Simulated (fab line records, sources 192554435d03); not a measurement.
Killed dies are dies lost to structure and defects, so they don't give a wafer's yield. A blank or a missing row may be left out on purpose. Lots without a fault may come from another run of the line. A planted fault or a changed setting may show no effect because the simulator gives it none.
One fault seen from 2 desks | flow n5_finfet | each desk has only its own numbers; what lay behind them comes last

THE TOOL OWNER'S DESK: rie_diel-04
The tool's own readings at N5_PASSIVATION_ETCH_54 (etches SiO2 in CHF3/O2, target depth 880 nm, time 440 s): means of the sampled wafers that have a number, for each lot that ran on this tool. A lot is out of limits, marked OUT, if its mean lies more than 4 standard deviations from the usual mean; the brackets give that distance.
Columns: A = O2_flow_sccm at N5_PASSIVATION_ETCH_54, usual 5.002 sccm; B = drypump_motor_current_A at N5_PASSIVATION_ETCH_54, usual 5.7 A; C = oes_product_au at N5_PASSIVATION_ETCH_54, usual 0.82 a.u.; D = rf_vpp_V at N5_PASSIVATION_ETCH_54, usual 528 V; E = showerhead_plenum_p_Torr at N5_PASSIVATION_ETCH_54, usual 2.41 Torr; F = throttle_valve_pct at N5_PASSIVATION_ETCH_54, usual 18.62 %
lot  | first seen here | A     | B   | C    | D   | E    | F
L592 | day 13 22:42    | 5.012 | 5.5 | 0.86 | 533 | 2.38 | 18.53
L596 | day 14 21:34    | 5.016 | 5.4 | 0.86 | 537 | 2.35 | 18.41
L597 | day 14 22:21    | 5.010 | 5.7 | 0.82 | 527 | 2.37 | 18.66
This desk's finding: nothing out of limits on any of the 3 lots.

THE METROLOGY DESK
What the gauges read, lot by lot, whatever tool the lot ran on: means of the sampled wafers that have a number. A lot is out of limits, marked OUT, if its mean lies more than 4 standard deviations from the usual mean; the brackets give that distance. Of its 11 readings 7 are shown: those that lie furthest out on some lot.
Columns: A = DIBL_N at N5_BEOL_M4_RC_MEAS_101, usual 36.2 mV/V; B = DIBL_P at N5_BEOL_M4_RC_MEAS_101, usual 36.5 mV/V; C = ION_N at N5_BEOL_M4_RC_MEAS_101, usual 675 uA/um; D = ION_P at N5_BEOL_M4_RC_MEAS_101, usual 464 uA/um; E = SS_N at N5_BEOL_M4_RC_MEAS_101, usual 71.5 mV/dec; F = VT_P at N5_BEOL_M4_RC_MEAS_101, usual -250 mV; G = MIM_TOP_OVL at N5_MIM_TOP_LITHO_OVL_MEAS_11, usual 0 nm
lot  | first seen here | A    | B    | C   | D   | E    | F    | G
L591 | day 8 18:03     | 35.6 | 35.5 | 656 | 451 | 71.4 | -254 | -4
L592 | day 9 00:47     | 37.0 | 36.2 | 667 | 456 | 70.7 | -250 | -1
L597 | day 10 01:27    | 34.8 | 34.9 | 675 | 466 | 71.1 | -252 | -0
L596 | day 10 02:59    | 36.3 | 37.8 | 693 | 473 | 71.4 | -249 | -6
L606 | day 12 12:52    | 35.7 | 38.1 | 668 | 460 | 72.2 | -251 | -0
L604 | day 12 15:55    | 36.3 | 37.1 | 669 | 461 | 72.2 | -252 | -6
L608 | day 13 14:35    | 36.0 | 36.8 | 673 | 461 | 71.4 | -252 | 1
L610 | day 14 01:01    | 36.9 | 36.8 | 677 | 467 | 72.2 | -248 | 6
L609 | day 14 08:34    | 34.0 | 34.2 | 672 | 471 | 70.9 | -249 | 4
This desk's finding: nothing out of limits on any of the 9 lots.

PUT TOGETHER
The tool owner's desk saw nothing out of limits.
The metrology desk saw nothing out of limits.

WHAT THE SIMULATOR HAD PUT IN
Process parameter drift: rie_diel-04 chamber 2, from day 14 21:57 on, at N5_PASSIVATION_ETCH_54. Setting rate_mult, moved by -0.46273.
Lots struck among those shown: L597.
